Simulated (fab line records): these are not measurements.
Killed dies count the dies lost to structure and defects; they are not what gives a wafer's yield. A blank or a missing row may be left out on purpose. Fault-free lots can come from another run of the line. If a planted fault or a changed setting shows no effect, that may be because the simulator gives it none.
A struck lot beside a sound one / flow n5_finfet / 17 steps out of a route of 1938
Sound: wafers L519.4, L519.5, L519.6. Wafers struck: L537.1, L537.5, L537.6. The cause is given at the end.
For every step that has rows: the tool of each side, followed by ch and its chambers, followed by its first start. Under that, the readings that differ: sound wafers / struck wafers / difference of the means / sigmas: that difference in standard deviations of wafers without a fault.
alike: readings with means less than 2 such deviations apart, plus words and numbers identical on both sides. not compared: withheld readings, readings lacking a value on some wafer, bounds such as >300 that could conceal the same value, and numbers that have no deviation in the record and whose values overlap.
The two part at a step that has a row with sigmas, a row that says differs or no value, or rows on one side only. When numbers do not overlap yet have no deviation, they are printed without sigmas and do not part them. A reading missing from all wafers of one side parts the sides only when that side holds two or more wafers.

first, 6 steps without rows for these wafers: N5_BEOL_M6_COAT_22 (resist thk 30 nm); N5_BEOL_M6_EBR_24; N5_BEOL_M6_SOFTBAKE_23 (time 60 s); N5_BEOL_M6_EXPOSE_25 (exposes mask V5, target cd 40 nm); N5_BEOL_M6_PEB_26 (peb time 60 s); N5_BEOL_M6_DEVELOP_27 (develop time 30 s).
N5_BEOL_M6_CD_MEAS_28: target cd 40 nm.
  sound on cd_sem-03 ch 0, day 8 18:02; struck on cd_sem-02 ch 0, day 13 02:34
  alike: cd_nm
N5_BEOL_M6_OVL_MEAS_29:
  sound on overlay-02 ch 0, day 8 18:05; struck on overlay-01 ch 0, day 13 02:35
  alike: V5_OVL
N5_BEOL_M6_INSPECT_30: inspects for defects (brightfield).
  sound: defect_inspect-01 at day 8 18:07; struck: defect_inspect-02 at day 13 02:39
  alike: raw_defect_count
N5_BEOL_M6_DESCUM_33: chemistry O2, time 7 s.
  sound on rie_diel-03 ch 1,2,3, day 8 18:16; struck on rie_diel-03 ch 2,3, day 13 02:41
  alike: drypump_motor_current_A, oes_product_au, rf_vpp_V, showerhead_plenum_p_Torr, temp_c, throttle_valve_pct
  not compared: rf_hours_counter_h
N5_BEOL_M6_ETCH_72: etches underlayer in N2/H2, target depth 6.5 nm, time 5.2 s.
  sound on rie_diel-03 ch 1,2,3, day 8 18:17; struck on rie_diel-03 ch 2,3, day 13 02:43
  alike: drypump_motor_current_A, etch_rf_on_time_s, h2_flow_sccm, oes_product_au, rf_vpp_V, showerhead_plenum_p_Torr, throttle_valve_pct
  not compared: rf_hours_counter_h
N5_BEOL_M6_ETCH_65: etches SiARC in CF4, target depth 15.6 nm, time 26 s.
  sound on rie_diel-03 ch 1,2,3, day 8 18:19; struck on rie_diel-03 ch 2,3, day 13 02:44
  alike: cf4_flow_sccm, drypump_motor_current_A, etch_rf_on_time_s, oes_product_au, rf_vpp_V, showerhead_plenum_p_Torr, throttle_valve_pct
  not compared: rf_hours_counter_h
N5_BEOL_M6_ETCH_66: etches SOC in N2/H2, target depth 80 nm, overetch 16 nm, time 120 s.
  sound on rie_diel-03 ch 1,2,3, day 8 18:22; struck on rie_diel-03 ch 2,3, day 13 02:46
reading=model.SiARC_of_BEOL_M6_COAT_64.thk_nm (nm); sound=6.2 6.4 6.4; struck=7.2 7.2 7.2; difference=+0.9; sigmas=
reading=model.BEOL_M6.cd_nm (nm); sound=40.2 40.2 40.4; struck=40 39.8 39.8; difference=+0; sigmas=
  alike: drypump_motor_current_A, h2_flow_sccm, oes_product_au, rf_vpp_V, showerhead_plenum_p_Torr, temp_c, throttle_valve_pct
  not compared: rf_hours_counter_h
then, 2 steps without rows for these wafers: N5_BEOL_M6_STRIP_69 (strips in N2/H2); N5_BEOL_M6_STRIP_73 (strips in N2/H2).
N5_BEOL_M6_VIA_ETCH_34: etches SiCOH lowk in C4F6/O2, target depth 126.3 nm, time 50.9 s.
  sound on rie_diel-03 ch 1,2,3, day 8 18:27; struck on rie_diel-03 ch 2,3, day 13 02:52
reading=model.BEOL_M6.cd_nm (nm); sound=40.2 40.2 40.4; struck=40 39.8 39.8; difference=+0; sigmas=
  alike: drypump_motor_current_A, oes_product_au, rf_vpp_V, showerhead_plenum_p_Torr, throttle_valve_pct
  not compared: rf_hours_counter_h
then, 1 step without rows for these wafers: N5_BEOL_M6_STRIP_76 (strips in C4F6/O2).

WHERE THEY PART
Nowhere in this record.

WHY: the cause the simulator had injected
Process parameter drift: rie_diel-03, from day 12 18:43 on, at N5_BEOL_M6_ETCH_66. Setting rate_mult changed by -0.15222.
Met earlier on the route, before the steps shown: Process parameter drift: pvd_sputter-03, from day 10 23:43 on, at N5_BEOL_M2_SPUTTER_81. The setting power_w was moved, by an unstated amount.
